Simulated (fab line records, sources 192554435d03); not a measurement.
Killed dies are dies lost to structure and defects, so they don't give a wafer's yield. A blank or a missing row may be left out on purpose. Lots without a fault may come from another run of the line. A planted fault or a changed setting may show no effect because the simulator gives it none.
Which tool did it? | flow n5_finfet | 9 lots, 27 wafers sampled, at 5 steps of a route of 1938

WHAT THE GAUGES READ, wafer by wafer
N5_ILD0_INSPECT_06: inspects for defects (darkfield). Usual: raw_defect_count 37, standard deviation 20.
lot  | measured    | on                | raw_defect_count | flag
L285 | day 3 19:37 | defect_inspect-01 | 47 25 33         |
L286 | day 4 02:13 | defect_inspect-02 | 21 41 69         |
L287 | day 4 05:35 | defect_inspect-02 | 28 38 19         |
L289 | day 4 17:01 | defect_inspect-01 | 13 35 41         |
L291 | day 5 06:26 | defect_inspect-01 | 10 29 20         |
L297 | day 6 18:23 | defect_inspect-01 | 24 29 15         |
L304 | day 8 10:45 | defect_inspect-02 | 103 93 31        |
L307 | day 9 05:49 | defect_inspect-01 | 37 34 44         |
L308 | day 9 12:22 | defect_inspect-02 | 51 20 11         |

N5_BEOL_M4_RC_MEAS_101. Usual: DIBL_N 36.5 mV/V, standard deviation 2; DIBL_P 36.5 mV/V, standard deviation 2.3; IOFF_N 0.16 nA/um, standard deviation 0.036; IOFF_P 0.21 nA/um, standard deviation 0.037; ION_N 672 uA/um, standard deviation 12; ION_P 459 uA/um, standard deviation 7.1; SS_N 71.6 mV/dec, standard deviation 0.73; SS_P 73.4 mV/dec, standard deviation 0.76; VT_N 250 mV, standard deviation 3.3; VT_P -250.5 mV, standard deviation 2.9.
lot  | measured     | on        | DIBL_N (mV/V)  | DIBL_P (mV/V)  | IOFF_N (nA/um) | IOFF_P (nA/um) | ION_N (uA/um) | ION_P (uA/um) | SS_N (mV/dec)  | SS_P (mV/dec)  | VT_N (mV)   | VT_P (mV)            | flag
L285 | day 8 14:59  | prober-02 | 31.8 33.0 34.4 | 34.0 34.7 37.4 | 0.12 0.13 0.16 | 0.17 0.17 0.20 | 671 659 675   | 462 450 461   | 71.2 70.6 70.9 | 72.4 72.4 73.5 | 252 254 250 | -250.3 -253.8 -249.8 |
L286 | day 8 23:19  | prober-02 | 37.5 39.7 38.2 | 37.7 40.1 38.4 | 0.16 0.20 0.17 | 0.22 0.25 0.23 | 672 676 673   | 459 464 461   | 71.8 72.6 72.1 | 74.5 74.9 74.8 | 248 248 250 | -247.8 -246.5 -249.2 |
L287 | day 8 18:32  | prober-01 | 36.6 36.1 38.4 | 33.7 33.6 36.9 | 0.13 0.13 0.17 | 0.17 0.18 0.22 | 661 668 687   | 458 455 471   | 71.9 70.7 72.0 | 72.1 72.0 73.1 | 251 251 245 | -253.6 -250.0 -247.1 |
L289 | day 9 07:25  | prober-01 | 40.0 40.9 35.9 | 39.5 41.1 34.9 | 0.23 0.25 0.14 | 0.28 0.32 0.19 | 695 679 657   | 472 457 451   | 72.2 72.4 71.0 | 74.4 74.7 73.1 | 246 245 251 | -246.4 -248.5 -251.8 |
L291 | day 9 09:58  | prober-02 | 37.3 36.1 35.4 | 35.9 35.1 33.9 | 0.20 0.18 0.17 | 0.24 0.24 0.21 | 665 679 689   | 450 467 470   | 71.8 71.3 71.3 | 73.2 73.1 73.8 | 244 249 246 | -250.3 -250.9 -248.8 |
L297 | day 11 17:28 | prober-01 | 38.3 39.4 38.6 | 36.8 37.8 37.5 | 0.19 0.24 0.21 | 0.25 0.27 0.27 | 684 693 680   | 464 465 462   | 71.7 72.8 72.3 | 74.4 74.5 74.3 | 245 243 247 | -248.6 -247.5 -247.8 |
L304 | day 13 08:45 | prober-02 | 36.0 32.4 38.2 | 36.4 33.5 40.1 | 0.16 0.12 0.22 | 0.20 0.16 0.26 | 654 668 693   | 452 463 474   | 72.2 70.2 72.2 | 73.7 72.5 73.2 | 251 250 244 | -253.1 -252.6 -248.4 |
L307 | day 13 21:25 | prober-01 | 38.1 37.5 37.7 | 41.2 39.5 39.4 | 0.24 0.21 0.21 | 0.30 0.26 0.26 | 691 684 661   | 474 467 449   | 72.1 71.8 72.3 | 73.9 74.3 74.0 | 243 248 247 | -243.0 -246.6 -245.4 |
L308 | day 14 20:04 | prober-01 | 38.1 39.1 38.8 | 40.2 40.6 41.3 | 0.19 0.22 0.21 | 0.21 0.23 0.23 | 671 682 675   | 457 457 456   | 71.6 72.8 72.4 | 75.2 74.2 74.7 | 249 246 248 | -250.8 -251.5 -248.9 |

WHICH TOOL RAN EACH LOT (tool, then ch and the chambers of the sampled wafers, then the start)
lot  | N5_ILD0_CMP_03               | N5_ILD0_CMP_12               | N5_SDB_ETCH_17
L285 | cmp-01 ch 1,2,3, day 3 15:37 | cmp-01 ch 0,2,3, day 3 19:22 | rie_diel-05 ch 1,2,3, day 3 20:25
L286 | cmp-02 ch 1,3, day 3 22:19   | cmp-01 ch 0,1,2, day 4 01:58 | rie_diel-01 ch 1,3, day 4 02:42
L287 | cmp-02 ch 0,2,3, day 4 01:41 | cmp-02 ch 0,2,3, day 4 05:20 | rie_diel-01 ch 1,2, day 4 06:12
L289 | cmp-02 ch 1,2, day 4 13:09   | cmp-02 ch 0,2,3, day 4 16:43 | rie_diel-01 ch 0,3, day 4 17:37
L291 | cmp-04 ch 0,3, day 5 02:23   | cmp-04 ch 0,2,3, day 5 06:09 | rie_diel-05 ch 0,1,3, day 5 07:02
L297 | cmp-04 ch 1,2,3, day 6 14:30 | cmp-02 ch 0,1, day 6 18:06   | rie_diel-06 ch 2,3, day 6 19:05
L304 | cmp-04 ch 0,2,3, day 8 06:56 | cmp-04 ch 0,1,3, day 8 10:26 | rie_diel-01 ch 0,1,2, day 8 11:37
L307 | cmp-01 ch 0,2, day 9 01:37   | cmp-04 ch 0,3, day 9 05:29   | rie_diel-06 ch 0,2,3, day 9 06:20
L308 | cmp-04 ch 0,2,3, day 9 08:35 | cmp-04 ch 0,3, day 9 12:02   | rie_diel-06 ch 0,2, day 9 12:52
- N5_ILD0_CMP_03: polishes, stops on SiNx, t overpolish 1.9 s, target thk 197.38 nm.
- N5_ILD0_CMP_12: polishes SiNx, stops on poly-Si, t overpolish 6 s, target thk 17.67 nm.
- N5_SDB_ETCH_17: etches SiARC in CF4, target depth 23.4 nm, time 39 s.

WHAT THE TOOLS THEMSELVES READ (means of the sampled wafers that have a number; where no wafer has one, the mark that the record gives instead)
N5_ILD0_CMP_03. Usual: motor_current_A 12.3 A, standard deviation 1.3; overpolish_run_s 1.899 s, standard deviation 0.0081; slurry_filter_dp_kPa 13.51 kPa, standard deviation 0.15; slurry_flow_ml_min 149.9, standard deviation 0.4; time_to_endpoint_s 69 s, standard deviation 4.3.
lot  | tool   | motor_current_A (A) | overpolish_run_s (s) | slurry_filter_dp_kPa (kPa) | slurry_flow_ml_min | time_to_endpoint_s (s) | flag
L285 | cmp-01 | 13.5                | 1.894                | 13.55                      | 149.6              | 70                     |
L286 | cmp-02 | 11.5                | 1.905                | 13.45                      | 150.0              | 73                     |
L287 | cmp-02 | 11.0                | 1.900                | 13.38                      | 149.9              | 72                     |
L289 | cmp-02 | 11.0                | 1.904                | 13.47                      | 149.8              | 71                     |
L291 | cmp-04 | 13.7                | 1.900                | 13.52                      | 149.9              | 66                     |
L297 | cmp-04 | 12.8                | 1.904                | 13.47                      | 150.1              | 67                     |
L304 | cmp-04 | 13.9                | 1.901                | 13.54                      | 149.6              | 67                     |
L307 | cmp-01 | 12.1                | 1.896                | 13.56                      | 150.3              | 71                     |
L308 | cmp-04 | 13.4                | 1.902                | 13.48                      | 149.8              | 65                     |

N5_ILD0_CMP_12. Usual: motor_current_A 9.0 A, standard deviation 1; overpolish_run_s 6.002 s, standard deviation 0.0093; slurry_filter_dp_kPa 13.49 kPa, standard deviation 0.14; slurry_flow_ml_min 150.0, standard deviation 0.47; time_to_endpoint_s 29 s, standard deviation 3.1.
lot  | tool   | motor_current_A (A) | overpolish_run_s (s) | slurry_filter_dp_kPa (kPa) | slurry_flow_ml_min | time_to_endpoint_s (s) | flag
L285 | cmp-01 | 9.2                 | 6.014                | 13.59                      | 150.3              | 28                     |
L286 | cmp-01 | 8.8                 | 6.011                | 13.34                      | 149.8              | 26                     |
L287 | cmp-02 | 8.4                 | 5.997                | 13.42                      | 150.0              | 30                     |
L289 | cmp-02 | 8.3                 | 5.992                | 13.39                      | 150.4              | 31                     |
L291 | cmp-04 | 9.8                 | 6.012                | 13.56                      | 149.6              | 28                     |
L297 | cmp-02 | 7.8                 | 6.003                | 13.50                      | 149.9              | 27                     |
L304 | cmp-04 | 9.7                 | 6.017                | 13.54                      | 149.8              | 27                     |
L307 | cmp-04 | 9.8                 | 5.997                | 13.42                      | 150.0              | 29                     |
L308 | cmp-04 | 10.3                | 6.001                | 13.40                      | 150.1              | 27                     |

N5_SDB_ETCH_17. Usual: drypump_motor_current_A 5.8 A, standard deviation 0.61; etch_rf_on_time_s 39.1 s, standard deviation 0.98; oes_product_au 0.66 a.u., standard deviation 0.064; rf_vpp_V 183.7 V, standard deviation 1.2; showerhead_plenum_p_Torr 2.12 Torr, standard deviation 0.062; throttle_valve_pct 15.58 %, standard deviation 0.19.
lot  | tool        | drypump_motor_current_A (A) | etch_rf_on_time_s (s) | oes_product_au (a.u.) | rf_vpp_V (V) | showerhead_plenum_p_Torr (Torr) | throttle_valve_pct (%) | flag
L285 | rie_diel-05 | 6.1                         | 38.7                  | 0.71                  | 182.7        | 2.10                            | 15.60                  |
L286 | rie_diel-01 | 5.4                         | 38.7                  | 0.64                  | 184.9        | 2.15                            | 15.73                  |
L287 | rie_diel-01 | 6.2                         | 38.8                  | 0.67                  | 184.2        | 2.14                            | 15.60                  |
L289 | rie_diel-01 | 6.0                         | 38.2                  | 0.61                  | 183.4        | 2.14                            | 15.60                  |
L291 | rie_diel-05 | 6.0                         | 39.3                  | 0.66                  | 184.1        | 2.12                            | 15.65                  |
L297 | rie_diel-06 | 5.1                         | 38.8                  | 0.71                  | 183.2        | 2.07                            | 15.30                  |
L304 | rie_diel-01 | 6.1                         | 35.3                  | 0.76                  | 185.1        | 2.18                            | 15.50                  | OFF
L307 | rie_diel-06 | 5.5                         | 39.0                  | 0.66                  | 183.8        | 2.06                            | 15.53                  |
L308 | rie_diel-06 | 6.0                         | 39.7                  | 0.64                  | 183.4        | 2.06                            | 15.64                  |

THE ANSWER, worked out from the rows above alone
Rule: a lot is off if the mean of its wafers that have a number lies more than 3 standard deviations from the usual mean. A lot without any number at a reading at which 4 lots or more have one is off too. The other lots that the step has rows for count as sound. The gauges are gone through in route order, then the tools' own readings, and for those a lot's mean is taken as printed above. The first step at which some lot is off is used, and at that step the reading that is off furthest; a lot without a number counts as furthest.
Off: L304, at N5_SDB_ETCH_17 (etch_rf_on_time_s).
A tool fits if, at that step or a process step before it, it ran every lot that is off, and no sound lot after the first of them. One fits: rie_diel-01 at N5_SDB_ETCH_17. Its last sound lot is L289 (day 4 17:37), its first lot that is off L304 (day 8 11:37): a fault that began between those two fits.
The tool's own readings at N5_SDB_ETCH_17 bear it out: on the lots that are off they differ by more than 5 times the standard deviation of the sound lots' means. etch_rf_on_time_s reads 35.3 s there against 38.9 s on the sound lots.

WHAT THE SIMULATOR HAD PUT IN
Process parameter drift: rie_diel-01, from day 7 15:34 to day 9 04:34, at N5_SDB_ETCH_17. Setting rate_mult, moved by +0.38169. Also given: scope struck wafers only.
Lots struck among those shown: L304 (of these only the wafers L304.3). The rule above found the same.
